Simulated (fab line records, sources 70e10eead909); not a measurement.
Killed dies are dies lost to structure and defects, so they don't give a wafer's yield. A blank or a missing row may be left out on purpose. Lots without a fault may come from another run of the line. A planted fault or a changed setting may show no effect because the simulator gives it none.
fab line records | flow nand_harc
record lots=24 wafers=72 last_day=25
route steps=1159 shown A_STAIRCASE@688 A_SGD_CUT@764
lots that met no fault: from a run of the same line without faults
start_h: hours from the record's first day to the start of the lot's first wafer shown | wait_h: hours since the lot's step before | " the same as in the row above | L1.1+2: a row that stands for several wafers | - no value, or no start given | * or withheld: withheld | < > ~ a bound
route shown NAME@n: a module of which the file shows steps, and the number in the route of the first | usual: mean/standard deviation of fault-free wafers | same: alike in all rows | chamber/n: place in a boat | sites: the reading at each site | _std_site: their standard deviation | _edge_site: outer sites' mean less inner sites' | radius_mm: how far each site lies from the wafer's centre | mask NAME#n: copy n | behind: the tool/chamber that last shaped the wafer | hold: why the lot was held/for how many hours/how that ended | device: the transistor (n, p or np) that didn't switch | end of line: the same wafers' tests at the end of the route | a step without rows: its recipe alone | killed: dies lost to structure and defects at the first sort, not the wafer's yield | map: a wafer's dies, x killed, . not, _ none there
set.NAME: the setting as run; set.NAME@STEP: as run at that earlier step | model.NAME: the simulator's own value behind a step, which no gauge read
steps of the route over a sample of lots; a table a step, a row a wafer
services: from which hour (start_h, from the record's first day; less than 0 if before it) a tool's chamber was out of use, for how many hours, and why
## steps
# step NHARC_A_STAIRCASE_ETCH_313
# recipe cf4_flow_sccm=100 chf3_flow_sccm=30 ar_flow_sccm=0 rf_w=500 bias_w=200 chemistry=CF4/CHF3
# usual drypump_motor_current_A=5.67/0.29 oes_product_au=0.940/0.022 rf_fwd_power_W=496.7/1.7 rf_vpp_V=371.4/1.9 showerhead_plenum_p_Torr=1.60/0.05 throttle_valve_pct=16.804/0.01
# columns lot.wafer tool chamber start_h wait_h drypump_motor_current_A oes_product_au rf_fwd_power_W rf_hours_counter_h rf_vpp_V showerhead_plenum_p_Torr throttle_valve_pct
L074.2 rie_diel-12 1 267.64 0.2 5.95 0.923 497.0 21 370.0 1.54 16.802
L074.1 " 3 " " 5.21 0.925 497.6 19 372.7 1.66 16.815
L074.5 " 1 " " 5.96 0.927 496.1 - 369.5 1.54 16.819
L076.1 rie_diel-12 0 270.89 0.1 5.65 0.913 496.2 17 368.9 1.54 16.800
L076.6 " 2 " " 5.57 0.915 495.4 - 374.7 1.68 16.804
L076.5 " 3 " " 5.20 0.926 495.0 - 373.8 1.66 16.804
L075.4 rie_diel-08 1 276.31 0.1 5.71 0.934 493.9 48 372.8 1.66 16.801
L075.1 " 3 " " 6.14 0.959 495.5 52 372.0 1.63 16.801
L075.2 " 0 " " 5.19 0.954 492.0 52 368.7 1.55 16.805
L079.1 rie_diel-12 3 281.34 0.1 5.18 0.933 496.2 24 374.5 1.65 16.813
L079.4 " 0 " " 5.62 0.929 495.0 20 370.0 1.53 16.806
L079.6 " 1 " " 5.99 0.927 497.8 - 369.5 1.54 16.804
L077.1 rie_diel-04 1 281.74 0.1 5.66 0.985 496.8 64 372.9 1.62 16.815
L077.3 " 3 " " 5.73 0.962 494.3 56 369.7 1.56 16.797
L077.6 " 2 " " 6.12 0.973 497.6 - 371.9 1.58 16.803
L078.3 rie_diel-08 1 289.01 0.1 5.70 0.924 494.8 50 374.2 1.66 16.810
L078.4 " 0 " " 5.20 0.950 495.5 55 368.5 1.55 16.800
L078.5 " 1 " " 5.70 0.925 495.8 - 373.2 1.66 16.801
L081.3 rie_diel-12 3 297.94 0.1 5.14 0.952 497.5 31 373.4 1.65 16.800
L081.2 " 0 " " 5.60 0.947 498.4 27 369.0 1.53 16.813
L081.4 " 1 " " 5.96 0.935 496.2 32 370.2 1.54 16.819
L082.2 rie_diel-12 1 302.66 0.1 5.98 0.919 498.5 33 369.0 1.54 16.799
L082.3 " 3 " " 5.21 0.916 494.0 32 372.1 1.65 16.824
L082.5 " 1 " " 5.96 0.920 496.1 - 370.0 1.54 16.805
L080.1 rie_diel-04 1 306.80 0.1 5.62 0.957 497.8 1 373.2 1.62 16.800
L080.5 " 0 " " 5.56 0.941 496.0 - 370.5 1.59 16.809
L080.6 " 1 " " 5.61 0.958 498.6 - 373.9 1.62 16.810
L083.3 rie_diel-04 2 314.05 0.1 6.14 0.956 497.4 3 371.7 1.58 16.822
L083.2 " 0 " " 5.54 0.943 497.6 4 371.1 1.59 16.798
L083.5 " 2 " " 6.12 0.958 495.2 - 370.3 1.58 16.800
L084.4 rie_diel-04 2 315.73 0.1 6.12 0.972 501.0 3 370.3 1.58 16.797
L084.1 " 1 " " 5.64 0.955 495.9 4 371.4 1.62 16.792
L084.6 " 3 " " 5.75 0.995 496.5 - 369.7 1.56 16.807
L085.2 rie_diel-12 3 339.66 0.1 5.17 0.912 496.2 45 372.1 1.65 16.800
L085.3 " 2 " " 5.53 0.910 497.9 46 373.3 1.67 16.820
L085.6 " 3 " " 5.22 0.910 493.7 - 373.9 1.65 16.802
L087.1 rie_diel-04 3 343.23 0.1 5.76 0.959 497.4 15 370.3 1.56 16.814
L087.3 " 0 " " 5.55 0.942 496.0 16 370.7 1.59 16.813
L087.5 " 3 " " 5.75 0.968 496.9 - 369.8 1.56 16.796
L088.3 rie_diel-04 2 343.36 0.2 6.14 0.920 499.6 13 371.8 1.58 16.808
L088.6 " 1 " " 5.65 0.925 496.1 - 372.1 1.61 16.816
L088.5 " 2 " " 6.13 0.928 500.4 - 370.5 1.58 16.798
L086.1 rie_diel-12 2 346.69 0.1 5.51 0.926 496.8 50 373.0 1.67 16.809
L086.6 " 2 " " 5.53 0.920 494.8 - 373.1 1.67 16.795
L086.5 " 3 " " 5.19 0.927 497.3 - 374.2 1.65 16.804
L089.3 rie_diel-08 0 351.36 0.1 5.20 0.946 493.5 19 368.3 1.54 16.815
L089.1 " 1 " " 5.69 0.936 494.5 14 373.5 1.66 16.797
L089.6 " 3 " " 6.16 0.924 498.0 - 372.5 1.63 16.781
L092.4 rie_diel-04 3 363.78 0.1 5.74 0.941 496.4 23 368.6 1.56 16.806
L092.2 " 0 " " 5.54 0.915 494.8 25 369.8 1.59 16.800
L092.5 " 2 " " 6.16 0.921 495.5 - 369.6 1.58 16.801
L093.4 rie_diel-12 3 365.59 0.1 5.22 0.907 494.5 55 372.3 1.65 16.797
L093.5 " 3 " " 5.22 0.909 496.3 - 372.4 1.65 16.813
L093.6 " 0 " " 5.64 0.920 496.9 - 370.1 1.53 16.811
L091.3 rie_diel-12 0 367.26 0.1 5.64 0.927 497.1 53 368.1 1.53 16.804
L091.4 " 1 " " 5.99 0.921 495.6 56 369.3 1.53 16.794
L091.1 " 2 " " 5.55 0.926 499.6 56 375.4 1.67 16.816
L090.1 rie_diel-04 0 367.51 0.1 5.56 0.947 495.7 26 371.1 1.59 16.795
L090.2 " 2 " " 6.16 0.941 499.7 21 369.8 1.58 16.802
L090.6 " 3 " " 5.73 0.963 495.8 - 371.9 1.56 16.809
L095.1 rie_diel-08 2 381.96 0.1 5.48 0.954 498.8 22 372.4 1.65 16.802
L095.2 " 3 " " 6.19 0.969 498.8 27 373.1 1.62 16.808
L095.4 " 1 " " 5.71 0.978 495.6 24 373.1 1.65 16.805
L094.4 rie_diel-04 0 384.32 0.3 5.55 0.906 496.2 32 371.1 1.58 16.790
L094.3 " 1 " " 5.61 0.923 498.8 29 372.5 1.61 16.806
L094.5 " 3 " " 5.75 0.936 494.9 - 370.0 1.55 16.786
L097.1 rie_diel-12 3 398.12 0.1 5.21 0.952 495.5 4 373.4 1.65 16.801
L097.6 " 2 " " 5.52 1.001 497.4 - 374.8 1.67 16.790
L097.5 " 3 " " 5.19 0.961 495.8 - 373.2 1.64 16.805
L096.3 rie_diel-08 2 401.38 0.1 5.49 0.922 494.7 31 372.1 1.64 16.812
L096.5 " 3 " " 6.18 0.936 495.9 - 373.2 1.62 16.793
L096.6 " 0 " " 5.22 0.935 494.2 - 369.0 1.54 16.823
# step NHARC_A_STAIRCASE_DEP_417
# recipe target_thk_a=600 step_coverage_pct=20 temp_c=400 target_thk_nm=60 flow_sccm=200 rf_w=450 material=Si3N4
# usual heater_power_w=732/74 rf_fwd_power_W=449.1/1.3
# columns lot.wafer tool chamber start_h wait_h heater_power_w rf_fwd_power_W since_wet_clean_h
L074.2 pecvd-01 2 271.83 - 711 448.5 21
L074.1 " 0 " " 655 449.1 21
L074.5 " 2 " " 693 449.3 -
L076.1 pecvd-03 2 277.14 - 815 448.9 153
L076.5 " 0 " " 659 448.8 -
L076.6 " 1 " " 725 447.8 -
L075.2 pecvd-04 0 280.60 - 788 448.6 72
L075.1 " 1 " " 807 445.9 73
L075.4 " 2 " " 669 449.7 -
L079.1 pecvd-04 2 285.42 - 711 449.2 77
L079.6 " 1 " " 760 448.4 -
L079.4 " 2 " " 715 448.1 -
L077.1 pecvd-04 0 286.32 - 774 449.5 78
L077.3 " 2 " " 693 448.6 78
L077.6 " 1 " " 770 448.2 -
L078.3 pecvd-01 1 293.17 - 771 449.5 43
L078.5 " 1 " " 763 451.8 -
L078.4 " 0 " " 679 449.2 -
L081.2 pecvd-04 1 302.02 - 804 450.0 94
L081.3 " 0 " " 817 448.5 94
L081.4 " 0 " " 818 449.1 -
L082.2 pecvd-01 2 306.75 - 763 449.0 56
L082.3 " 0 " " 601 449.3 56
L082.5 " 0 " " 606 446.2 -
L080.1 pecvd-04 0 310.96 - 841 450.3 103
L080.5 " 1 " " 782 448.9 -
L080.6 " 0 " " 833 448.9 -
L083.3 pecvd-04 2 318.47 - 643 448.8 110
L083.2 " 1 " " 760 449.9 110
L083.5 " 0 " " 875 450.3 -
L084.1 pecvd-01 1 319.94 - 667 451.9 69
L084.4 " 1 " " 676 450.0 -
L084.6 " 2 " " 727 449.4 -
L085.3 pecvd-04 1 343.97 - 799 448.1 136
L085.2 " 2 " " 659 448.7 136
L085.6 " 1 " " 834 449.2 -
L087.1 pecvd-03 2 347.59 - 866 448.0 42
L087.3 " 0 " " 656 449.1 42
L087.5 " 0 " " 624 449.9 -
L088.3 pecvd-03 0 349.13 - 585 450.6 44
L088.6 " 1 " " 706 448.3 -
L088.5 " 0 " " 576 449.8 -
L086.1 pecvd-04 0 350.94 - 750 446.7 143
L086.5 " 1 " " 769 450.1 -
L086.6 " 0 " " 754 447.6 -
L089.3 pecvd-04 0 355.38 - 781 447.3 147
L089.1 " 1 " " 745 446.9 147
L089.6 " 1 " " 756 449.1 -
L092.2 pecvd-04 1 369.24 - 779 452.0 161
L092.5 " 0 " " 850 449.6 -
L092.4 " 1 " " 803 453.0 -
L093.6 pecvd-04 0 369.83 - 805 448.7 -
L093.5 " 1 " " 824 449.1 -
L093.4 " 2 " " 684 450.3 -
L090.2 pecvd-01 1 371.53 - 799 448.2 121
L090.1 " 2 " " 705 450.7 121
L090.6 " 0 " " 667 449.4 -
L091.3 pecvd-04 2 372.79 - 698 446.4 165
L091.1 " 0 " " 877 447.0 165
L091.4 " 2 " " 700 448.7 -
L095.2 pecvd-03 1 388.22 - 768 451.6 83
L095.1 " 0 " " 566 449.0 83
L095.4 " 2 " " 787 447.9 -
L094.3 pecvd-01 1 388.83 - 783 449.4 138
L094.4 " 0 " " 667 448.4 -
L094.5 " 1 " " 786 448.8 -
L097.1 pecvd-03 2 402.21 - 757 446.7 97
L097.6 " 2 " " 779 449.1 -
L097.5 " 0 " " 598 448.4 -
L096.3 pecvd-01 0 405.86 - 574 449.2 155
L096.5 " 0 " " 573 448.3 -
L096.6 " 2 " " 699 448.5 -
# step NHARC_A_STAIRCASE_CMP_450
# recipe target_thk_nm=200 material=SiO2
# usual motor_current_A=12.3/1.3 retaining_ring_pressure_frac=1.000/0.0054
# columns lot.wafer tool chamber start_h wait_h motor_current_A retaining_ring_pressure_frac
L074.1 cmp-04 3 312.21 - 12.2 0.998
L074.2 " 0 " " 12.9 1.001
L074.5 " 3 " " 12.0 1.004
L075.1 cmp-04 3 320.17 - 11.7 0.997
L075.4 " 0 " " 12.9 1.004
L075.2 " 1 " " 11.9 0.992
L076.1 cmp-04 3 320.72 - 12.1 1.002
L076.6 " 0 " " 13.7 0.997
L076.5 " 1 " " 11.8 0.998
L077.3 cmp-01 1 327.76 - 11.4 0.998
L077.1 " 2 " " 11.7 1.007
L077.6 " 1 " " 12.2 0.992
L079.1 cmp-01 0 327.92 - 15.1 0.999
L079.4 " 3 " " 11.4 1.003
L079.6 " 1 " " 11.7 1.006
L078.3 cmp-01 3 328.65 - 11.0 1.001
L078.4 " 0 " " 15.4 1.003
L078.5 " 3 " " 11.0 1.002
L082.3 cmp-01 1 347.70 - 12.0 1.001
L082.2 " 3 " " 12.0 1.001
L082.5 " 2 " " 11.7 1.005
L081.2 cmp-02 1 348.39 - 13.8 1.006
L081.4 " 2 " " 12.2 1.010
L081.3 " 0 " " 12.1 1.004
L080.1 cmp-02 1 354.82 - 13.4 0.999
L080.5 " 0 " " 12.1 0.992
L080.6 " 1 " " 14.2 1.000
L083.2 cmp-02 2 359.70 - 12.2 0.994
L083.3 " 0 " " 12.1 1.009
L083.5 " 2 " " 12.1 1.002
L084.1 cmp-04 3 359.92 - 11.7 1.007
L084.4 " 0 " " 12.8 1.003
L084.6 " 2 " " 10.3 1.000
L085.2 cmp-01 0 381.16 - 14.6 0.996
L085.3 " 1 " " 12.1 0.997
L085.6 " 0 " " 15.3 1.002
L088.3 cmp-01 0 385.64 - 15.5 1.001
L088.5 " 3 " " 11.1 1.001
L088.6 " 0 " " 14.7 0.993
L087.3 cmp-04 0 385.66 - 12.8 1.000
L087.1 " 1 " " 12.2 1.000
L087.5 " 0 " " 13.3 1.000
L089.1 cmp-01 0 391.58 - 14.8 1.001
L089.3 " 1 " " 12.2 1.007
L089.6 " 2 " " 11.5 0.993
L086.1 cmp-02 3 392.11 - 11.9 1.006
L086.6 " 3 " " 11.8 1.000
L086.5 " 0 " " 12.0 1.000
L091.4 cmp-01 0 408.49 - 14.9 1.001
L091.3 " 1 " " 11.3 0.995
L091.1 " 2 " " 11.4 1.004
L093.4 cmp-02 3 408.52 - 12.0 0.996
L093.5 " 1 " " 13.8 1.008
L093.6 " 2 " " 11.5 1.005
L092.4 cmp-04 2 408.92 - 10.1 1.008
L092.2 " 3 " " 12.3 1.004
L092.5 " 2 " " 10.9 1.003
L090.1 cmp-04 0 409.94 - 13.1 0.995
L090.2 " 1 " " 12.2 1.010
L090.6 " 3 " " 11.4 1.002
L095.4 cmp-04 0 445.04 - 12.3 1.011
L095.2 " 1 " " 12.6 0.993
L095.1 " 2 " " 10.6 0.995
L094.3 cmp-02 3 445.27 - 12.5 1.014
L094.4 " 1 " " 13.5 1.001
L094.5 " 2 " " 12.1 0.995
L096.3 cmp-01 2 445.34 - 11.0 1.002
L096.5 " 0 " " 15.7 1.011
L096.6 " 1 " " 11.9 0.994
L097.1 cmp-04 1 446.66 - 12.6 1.006
L097.6 " 3 " " 11.8 0.989
L097.5 " 0 " " 12.5 1.003
# step NHARC_A_STAIRCASE_CMP_472
# recipe material=SiO2
# usual motor_current_A=12.3/1.2 retaining_ring_pressure_frac=1.000/0.0048
# columns lot.wafer tool chamber start_h wait_h motor_current_A retaining_ring_pressure_frac
L074.1 cmp-01 2 313.66 0.2 11.1 0.996
L074.2 " 3 " " 11.1 1.001
L074.5 " 3 " " 11.0 1.007
L075.2 cmp-01 3 321.66 0.2 11.5 0.999
L075.4 " 0 " " 15.7 0.998
L075.1 " 1 " " 12.0 1.002
L076.1 cmp-02 3 322.99 0.2 12.4 0.999
L076.5 " 2 " " 12.3 0.998
L076.6 " 3 " " 12.2 1.003
L077.3 cmp-01 2 329.41 0.2 11.0 0.999
L077.1 " 0 " " 15.3 1.001
L077.6 " 2 " " 11.4 0.998
L079.4 cmp-02 0 329.53 0.1 12.6 1.000
L079.1 " 3 " " 12.8 1.002
L079.6 " 1 " " 13.3 1.002
L078.4 cmp-01 3 330.22 0.1 11.5 1.003
L078.3 " 1 " " 11.9 1.000
L078.5 " 3 " " 11.3 0.997
L082.2 cmp-04 3 349.20 0.2 11.4 0.999
L082.3 " 0 " " 12.6 1.004
L082.5 " 3 " " 11.5 0.997
L081.4 cmp-02 0 349.95 0.1 12.2 1.008
L081.3 " 1 " " 13.5 0.992
L081.2 " 2 " " 12.2 1.003
L080.1 cmp-04 3 356.32 0.3 11.2 0.995
L080.5 " 1 " " 12.3 1.000
L080.6 " 2 " " 10.7 1.000
L083.2 cmp-02 0 361.15 0.2 12.2 1.006
L083.3 " 2 " " 12.2 1.001
L083.5 " 0 " " 12.3 0.998
L084.4 cmp-04 3 361.34 0.1 11.9 1.006
L084.1 " 0 " " 12.8 0.994
L084.6 " 0 " " 12.7 0.986
L085.3 cmp-04 2 382.72 0.3 10.9 1.002
L085.2 " 0 " " 12.9 0.994
L085.6 " 1 " " 11.9 0.993
L088.3 cmp-01 2 387.48 0.2 11.0 1.002
L088.5 " 2 " " 11.2 1.005
L088.6 " 3 " " 10.9 1.006
L087.1 cmp-02 2 388.17 0.2 11.4 1.008
L087.3 " 1 " " 13.9 1.001
L087.5 " 2 " " 11.2 1.007
L089.1 cmp-02 2 393.05 0.2 12.4 0.997
L089.3 " 0 " " 12.7 1.003
L089.6 " 3 " " 13.0 0.998
L086.1 cmp-01 3 393.65 0.3 11.4 1.001
L086.5 " 2 " " 11.6 1.006
L086.6 " 3 " " 11.2 1.000
L093.4 cmp-01 0 410.00 0.2 15.0 1.008
L093.6 " 3 " " 11.0 0.994
L093.5 " 0 " " 14.7 1.005
L091.3 cmp-02 2 410.02 0.2 12.7 1.002
L091.4 " 0 " " 12.4 0.997
L091.1 " 1 " " 14.6 0.999
L092.2 cmp-01 2 410.41 0.3 11.5 0.996
L092.4 " 3 " " 10.7 1.011
L092.5 " 1 " " 12.2 1.003
L090.2 cmp-02 2 411.41 0.3 11.8 1.000
L090.1 " 3 " " 12.6 1.010
L090.6 " 0 " " 12.3 0.998
L095.2 cmp-02 1 446.55 0.2 14.2 1.008
L095.1 " 2 " " 12.1 1.003
L095.4 " 0 " " 11.9 0.997
L094.4 cmp-01 3 446.80 0.2 10.9 0.999
L094.3 " 1 " " 11.3 0.995
L094.5 " 0 " " 15.2 1.003
L096.3 cmp-02 1 446.90 0.3 13.5 0.999
L096.5 " 3 " " 11.9 1.006
L096.6 " 0 " " 11.7 0.997
L097.1 cmp-02 3 448.23 0.3 11.9 0.998
L097.5 " 2 " " 12.6 0.999
L097.6 " 3 " " 12.8 1.004
# step NHARC_A_SGD_CUT_ETCH_15
# recipe target_depth_a=750 time_s=64.3 ch3f_flow_sccm=50 o2_flow_sccm=30 ar_flow_sccm=200 rf_w=500 bias_w=100 chemistry=CH3F/O2
# usual drypump_motor_current_A=5.5/0.49 oes_product_au=0.957/0.019 rf_fwd_power_W=495.8/1.7 rf_vpp_V=263.5/1.4 showerhead_plenum_p_Torr=2.43/0.084 throttle_valve_pct=20.664/0.0092
# columns lot.wafer tool chamber start_h wait_h drypump_motor_current_A oes_product_au rf_fwd_power_W rf_hours_counter_h rf_vpp_V showerhead_plenum_p_Torr throttle_valve_pct
L074.1 rie_diel-11 3 - - 6.2 0.966 499.6 10 263.8 2.33 20.661
L074.2 " 1 " " 5.0 0.975 495.0 10 265.6 2.58 20.652
L074.5 " 3 " " 6.2 0.965 497.8 - 261.2 2.33 20.679
L075.1 rie_diel-06 1 - - 6.4 0.927 497.4 5 266.3 2.53 20.652
L075.2 " 2 " " 5.0 0.930 497.7 6 261.4 2.33 20.663
L075.4 " 2 " " 5.0 0.933 496.0 - 261.6 2.33 20.676
L076.1 rie_diel-01 1 - - 5.1 0.942 496.5 0 262.0 2.37 20.664
L076.6 " 1 " " 5.1 0.957 496.1 - 263.3 2.37 20.656
L076.5 " 2 " " 5.5 0.980 494.6 - 265.7 2.50 20.666
L077.3 rie_diel-11 1 - - 5.0 0.931 497.6 12 265.4 2.58 20.669
L077.1 " 2 " " 5.9 0.925 498.5 13 261.8 2.42 20.665
L077.6 " 1 " " 5.0 0.940 499.4 - 264.8 2.58 20.648
L079.4 rie_diel-01 0 - - 5.5 0.970 496.0 1 264.1 2.47 20.668
L079.1 " 1 " " 5.1 0.963 495.1 1 260.9 2.37 20.658
L079.6 " 3 " " 5.2 0.970 494.5 - 264.6 2.51 20.678
L078.3 rie_diel-06 3 - - 5.8 0.953 496.3 7 261.7 2.34 20.654
L078.4 " 2 " " 5.0 0.965 498.6 - 260.9 2.33 20.668
L078.5 " 3 " " 5.8 0.939 494.4 - 262.5 2.34 20.655
L082.2 rie_diel-11 1 - - 5.0 0.963 497.8 14 265.1 2.58 20.667
L082.3 " 3 " " 6.2 0.978 496.7 15 260.9 2.33 20.654
L082.5 " 1 " " 5.0 0.968 498.6 - 264.6 2.58 20.674
L081.4 rie_diel-01 1 - - 5.1 0.947 498.1 3 262.7 2.37 20.677
L081.2 " 2 " " 5.5 0.961 495.5 4 264.2 2.50 20.661
L081.3 " 3 " " 5.2 0.951 496.3 4 265.2 2.51 20.665
L080.1 rie_diel-01 0 - - 5.4 0.978 496.4 3 263.0 2.46 20.657
L080.5 " 0 " " 5.5 0.972 495.8 - 263.6 2.46 20.688
L080.6 " 1 " " 5.1 0.955 496.2 - 262.1 2.37 20.669
L083.2 rie_diel-06 3 - - 5.8 0.956 496.8 10 261.3 2.34 20.657
L083.3 " 0 " " 5.3 0.990 496.4 8 263.5 2.51 20.666
L083.5 " 1 " " 6.4 0.939 495.2 - 263.7 2.52 20.663
L084.4 rie_diel-01 0 - - 5.5 0.954 494.7 4 264.5 2.46 20.673
L084.1 " 3 " " 5.2 0.963 495.2 5 264.5 2.51 20.668
L084.6 " 1 " " 5.1 0.974 495.8 - 261.4 2.37 20.661
L085.3 rie_diel-11 2 - - 5.9 0.958 494.1 1 263.4 2.42 20.669
L085.2 " 3 " " 6.2 0.952 493.1 1 262.3 2.33 20.669
L085.6 " 2 " " 5.8 0.950 496.1 - 263.2 2.42 20.659
L088.3 rie_diel-06 2 - - 5.0 0.960 497.1 10 262.6 2.32 20.664
L088.5 " 1 " " 6.4 0.968 494.8 - 264.0 2.52 20.656
L088.6 " 2 " " 5.0 0.958 495.4 - 262.4 2.32 20.653
L087.3 rie_diel-01 1 - - 5.1 0.976 494.9 8 262.0 2.37 20.667
L087.1 " 3 " " 5.2 0.946 493.5 9 265.1 2.51 20.668
L087.5 " 1 " " 5.1 0.972 495.3 - 264.0 2.37 20.673
L089.3 rie_diel-06 1 - - 6.4 0.972 497.6 10 264.9 2.52 20.635
L089.1 " 0 " " 5.3 0.996 497.1 10 264.0 2.51 20.671
L089.6 " 1 " " 6.4 0.975 495.7 - 266.2 2.52 20.664
L086.1 rie_diel-01 1 - - 5.0 0.955 496.6 9 261.7 2.37 20.676
L086.6 " 3 " " 5.2 0.940 497.5 - 263.6 2.51 20.677
L086.5 " 0 " " 5.5 0.952 494.3 - 263.2 2.46 20.663
L093.4 rie_diel-06 0 - - 5.3 0.995 494.4 11 263.1 2.51 20.662
L093.6 " 2 " " 5.0 0.970 495.4 - 262.0 2.32 20.669
L093.5 " 3 " " 5.8 0.952 495.2 - 261.4 2.34 20.672
L091.3 rie_diel-01 0 - - 5.5 0.935 495.7 11 263.3 2.46 20.687
L091.1 " 1 " " 5.1 0.970 495.4 11 262.2 2.37 20.660
L091.4 " 2 " " 5.5 0.980 494.7 11 264.6 2.50 20.667
L092.2 rie_diel-11 1 - - 5.0 0.979 496.9 3 264.9 2.58 20.663
L092.4 " 2 " " 5.9 0.954 494.2 3 262.6 2.42 20.677
L092.5 " 2 " " 5.8 0.956 497.0 - 262.7 2.42 20.675
L090.1 rie_diel-01 3 - - 5.2 0.939 497.7 12 265.2 2.51 20.664
L090.2 " 2 " " 5.5 0.969 496.1 12 264.1 2.50 20.665
L090.6 " 3 " " 5.2 0.948 497.1 - 265.0 2.51 20.654
L095.1 rie_diel-01 2 - - 5.5 0.936 495.0 14 263.5 2.49 20.650
L095.4 " 3 " " 5.2 0.917 495.1 15 263.6 2.51 20.651
L095.2 " 0 " " 5.5 0.917 496.9 14 264.0 2.46 20.654
L094.4 rie_diel-06 3 - - 5.8 0.941 496.2 2 262.9 2.34 20.661
L094.3 " 0 " " 5.3 0.979 497.4 2 264.5 2.51 20.664
L094.5 " 2 " " 5.1 0.963 499.2 - 262.2 2.32 20.666
L096.3 rie_diel-11 2 - - 5.8 0.902 496.6 7 264.1 2.42 20.646
L096.5 " 0 " " 6.4 0.921 493.5 - 263.2 2.33 20.660
L096.6 " 1 " " 5.0 0.911 498.5 - 265.5 2.58 20.659
L097.1 rie_diel-01 1 - - 5.1 0.952 494.6 14 262.7 2.36 20.658
L097.6 " 1 " " 5.0 0.956 496.8 - 263.3 2.36 20.658
L097.5 " 2 " " 5.5 0.971 496.2 - 263.7 2.50 20.663
# step NHARC_A_SGD_CUT_THK_MEAS_22
# recipe thk_meas_gauge=ellipsometry
# usual thk_nm=148.0/1.5
# columns lot.wafer tool chamber start_h wait_h thk_nm
L074.1 film_metro-01 - 320.58 0.2 147.1
L074.2 " - " " 147.1
L074.5 " - " " 146.9
L075.1 film_metro-01 - 330.01 0.2 147.0
L075.2 " - " " 149.8
L075.4 " - " " 146.9
L076.1 film_metro-02 - 330.02 0.2 147.0
L076.5 " - " " 148.0
L076.6 " - " " 146.8
L077.1 film_metro-02 - 336.52 0.2 145.9
L077.3 " - " " 146.2
L077.6 " - " " 149.4
L079.1 film_metro-01 - 336.53 0.2 147.2
L079.4 " - " " 145.3
L079.6 " - " " 147.9
L078.3 film_metro-02 - 336.61 0.2 151.6
L078.4 " - " " 148.4
L078.5 " - " " 147.1
L082.2 film_metro-01 - 357.22 0.2 148.8
L082.3 " - " " 148.6
L082.5 " - " " 151.4
L081.2 film_metro-01 - 357.22 0.2 148.9
L081.3 " - " " 147.1
L081.4 " - " " 147.9
L080.1 film_metro-01 - 363.42 0.2 146.9
L080.5 " - " " 147.3
L080.6 " - " " 146.5
L084.1 film_metro-02 - 368.05 0.2 148.9
L084.4 " - " " 146.0
L084.6 " - " " 149.3
L083.2 film_metro-01 - 368.05 0.2 147.9
L083.3 " - " " 150.2
L083.5 " - " " 150.2
L085.2 film_metro-01 - 390.24 0.2 146.2
L085.3 " - " " 147.5
L085.6 " - " " 145.5
L088.3 film_metro-01 - 394.76 0.2 148.8
L088.5 " - " " 149.6
L088.6 " - " " 148.5
L087.1 film_metro-02 - 394.77 0.2 146.7
L087.3 " - " " 148.0
L087.5 " - " " 145.7
L089.1 film_metro-02 - 403.01 0.2 146.8
L089.3 " - " " 149.2
L089.6 " - " " 146.8
L086.1 film_metro-01 - 403.04 0.2 149.0
L086.5 " - " " 147.9
L086.6 " - " " 148.7
L090.1 film_metro-02 - 417.37 0.2 146.4
L090.2 " - " " 148.8
L090.6 " - " " 149.1
L093.4 film_metro-01 - 417.37 0.2 148.0
L093.5 " - " " 151.8
L093.6 " - " " 146.6
L091.1 film_metro-01 - 417.41 0.2 148.2
L091.3 " - " " 149.8
L091.4 " - " " 149.9
L092.2 film_metro-02 - 417.52 0.2 147.6
L092.4 " - " " 150.2
L092.5 " - " " 147.0
L095.1 film_metro-01 - 455.50 0.2 148.1
L095.2 " - " " 146.7
L095.4 " - " " 149.9
L096.3 film_metro-02 - 455.52 0.2 146.0
L096.5 " - " " 147.6
L096.6 " - " " 145.7
L094.3 film_metro-01 - 455.52 0.2 146.3
L094.4 " - " " 150.3
L094.5 " - " " 151.1
L097.1 film_metro-01 - 455.65 0.2 148.6
L097.5 " - " " 148.4
L097.6 " - " " 145.5
## services
# columns tool chamber start_h hours kind
cmp-04 - 250.04 0.5 repair
cmp-04 - 261.38 4.8 repair
cmp-01 - 271.49 1.4 repair
cmp-01 - 277.50 4.0 pm
cmp-02 - 277.91 6.2 repair
cmp-04 - 280.00 3.6 repair
pecvd-04 - 281.95 1.7 repair
cmp-04 - 301.00 4.0 pm
pecvd-04 - 303.95 0.9 repair
pecvd-04 2 308.11 5.9 repair
cmp-02 - 324.76 4.0 pm
cmp-04 - 325.83 6.4 repair
pecvd-04 1 327.35 8.2 repair
cmp-01 - 351.37 0.5 repair
cmp-01 - 375.50 4.0 pm
pecvd-04 - 376.18 13.0 pm
cmp-04 - 395.86 0.3 repair
cmp-02 - 398.69 0.6 repair
cmp-04 - 399.06 4.0 pm
cmp-02 - 400.53 1.0 repair
cmp-02 - 422.76 4.0 pm
pecvd-04 - 435.24 1.0 repair
cmp-01 - 440.44 2.1 repair
cmp-02 - 444.38 0.4 repair
## key
fault none
